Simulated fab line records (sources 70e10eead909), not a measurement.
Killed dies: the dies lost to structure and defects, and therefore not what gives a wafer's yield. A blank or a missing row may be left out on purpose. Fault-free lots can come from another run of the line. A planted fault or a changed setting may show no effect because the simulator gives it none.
Comparing a struck lot with a sound one    flow nand-harc    23 out of 1302 route steps
Sound: wafers L581.1, L581.4, L581.6. Struck: wafer L570.5; the same lot's L570.4 was not struck, so it is left out; see the end for the cause.
Each step with rows lists, per side, the tool, then ch with its chambers, then its first start. Under that, the readings that differ: sound wafers    struck wafers    difference of the means    sigmas: that difference in standard deviations of wafers without a fault.
alike: readings whose means differ by less than 2 such deviations, and words and numbers that are the same on both sides. not compared: withheld readings, readings that some wafer has no value for, bounds like >300 that may hide the same value, and numbers for which the record gives no deviation and whose values overlap.
A row with sigmas, a row that says differs or no value, or rows on one side alone: a step with any of these is where the two part. When numbers do not overlap yet have no deviation, they are printed without sigmas and do not part them. A reading that every wafer of one side lacks parts them only if that side has two wafers or more.

NHARC_A_CONTACT_CMP_20: polishes, t overpolish 30 s, target thk 300 nm.
  sound on cmp-02 ch 0,1, day 32 07:16; struck on cmp-03 ch 0, day 28 04:07
  alike: motor-current-A, overpolish-run-s, retaining-ring-pressure-frac, time-to-endpoint-s
then, 1 step without rows for these wafers: NHARC_A_CONTACT_SRD_22.
NHARC_A_CONTACT_INSPECT_23:
  sound on defect-inspect-01, day 32 07:41; struck on defect-inspect-01, day 28 04:31
reading           sound        struck  difference  sigmas
raw-defect-count  404 553 341  743     +310        +2
then, 8 steps without rows for these wafers: NHARC_A_BLC_DEHYDRATE_00 (time 120 s); NHARC_A_BLC_HMDS_01 (time 30 s); NHARC_A_BLC_COAT_02 (time 75 s); NHARC_A_BLC_COAT_03 (time 65 s); NHARC_A_BLC_COAT_04 (resist thk 90 nm); NHARC_A_BLC_SOFTBAKE_05 (time 55 s); NHARC_A_BLC_EBR_06; NHARC_A_BLC_EXPOSE_07 (exposes mask A BLC, target cd 100 nm).
NHARC_A_BLC_PEB_08: peb time 65 s.
  sound on litho-track-04 ch 0, day 32 08:07; struck on litho-track-01 ch 0, day 28 04:57
reading                   sound              struck  difference  sigmas
heater-power-total-W (W)  157.2 156.2 157.1  169.2   +12.4       +31
then, 1 step without rows for these wafers: NHARC_A_BLC_DEVELOP_09 (develop time 35 s).
NHARC_A_BLC_CD_MEAS_10 targets a cd of 100 nm.
  sound on cd-sem-01 ch 0, day 32 08:11; struck on cd-sem-03 ch 0, day 28 05:02
reading     sound             struck  difference  sigmas
cd-nm (nm)  100.8 100.2 99.8  94.2    -6.1        -9
NHARC_A_BLC_OVL_MEAS_11:
  sound on overlay-02, day 32 08:16; struck on overlay-01, day 28 05:07
  alike: overlay-x-nm, overlay-y-nm
NHARC_A_BLC_INSPECT_12:
  sound on defect-inspect-01, day 32 08:19; struck on defect-inspect-02, day 28 05:10
  alike: raw-defect-count
NHARC_A_BLC_DESCUM_15: chemistry O2, time 3 s.
  sound on rie-diel-06 ch 0,2, day 32 08:22; struck on rie-diel-06 ch 3, day 28 05:14
reading                          sound             struck  difference  sigmas
showerhead-plenum-p-Torr (Torr)  1.86 1.78 1.78    2.01    +0.20       +2
model.A_BLC.cd-nm (nm)           101.4 99.71 99.1  94.33   -5.74       
  alike: drypump-motor-current-A, oes-product-au, rf-vpp-V, throttle-valve-pct
  not compared: rf-hours-counter-h
NHARC_A_BLC_ETCH_16: etches the open film in CF4, target depth 39 nm, time 65 s.
  sound on rie-diel-06 ch 0,1,2, day 32 08:28; struck on rie-diel-06 ch 0, day 28 05:19
  alike: bias-w, drypump-motor-current-A, oes-product-au, rf-vpp-V, showerhead-plenum-p-Torr, throttle-valve-pct
  not compared: rf-hours-counter-h
NHARC_A_BLC_ETCH_17: etches the open film in N2/H2, target depth 390 nm, time 609.38 s.
  sound: rie-diel-06 ch 0,2,3; struck: rie-diel-06 ch 2
  alike: bias-w, drypump-motor-current-A, h2-flow-sccm, oes-product-au, rf-vpp-V, showerhead-plenum-p-Torr, throttle-valve-pct
  not compared: rf-hours-counter-h
NHARC_A_BLC_ETCH_18: etches the open film in C4F8/O2/Ar, target depth 910 nm.
  sound: rie-diel-06 ch 0,1; struck: rie-diel-06 ch 1
reading                 sound              struck  difference  sigmas
model.A_BLC.cd-nm (nm)  100.9 97.75 100.1  95.63   -3.95       
  alike: bias-w, oes-product-au, rf-vpp-V
  not compared: rf-hours-counter-h
NHARC_A_BLC_CD_MEAS_19:
  sound on cd-sem-02, day 32 09:23; struck on cd-sem-01, day 28 06:11
  alike: cd-nm
NHARC_A_BLC_STRIP_29: strips in CF4.
  sound on rie-diel-06 ch 0,1, day 32 09:28; struck on rie-diel-02 ch 1, day 28 06:16
  alike: drypump-motor-current-A, oes-product-au, rf-vpp-V, showerhead-plenum-p-Torr, throttle-valve-pct
  not compared: rf-hours-counter-h
-- the record jumps here: 2 days lie between the struck wafers' starts before and after (it left off in module A_BLC and takes up again in module END, whose first step shown is number 1302 of the route) --
NHARC_END_SORT_01:
  here the record holds rows for the struck wafers (prober-01 ch 0, day 30 06:25) but none for the sound ones

== WHERE THEY PART ==
Earliest at NHARC_A_CONTACT_INSPECT_23; latest, in this record, at NHARC_END_SORT_01.

WHY: what had been put in by the simulator
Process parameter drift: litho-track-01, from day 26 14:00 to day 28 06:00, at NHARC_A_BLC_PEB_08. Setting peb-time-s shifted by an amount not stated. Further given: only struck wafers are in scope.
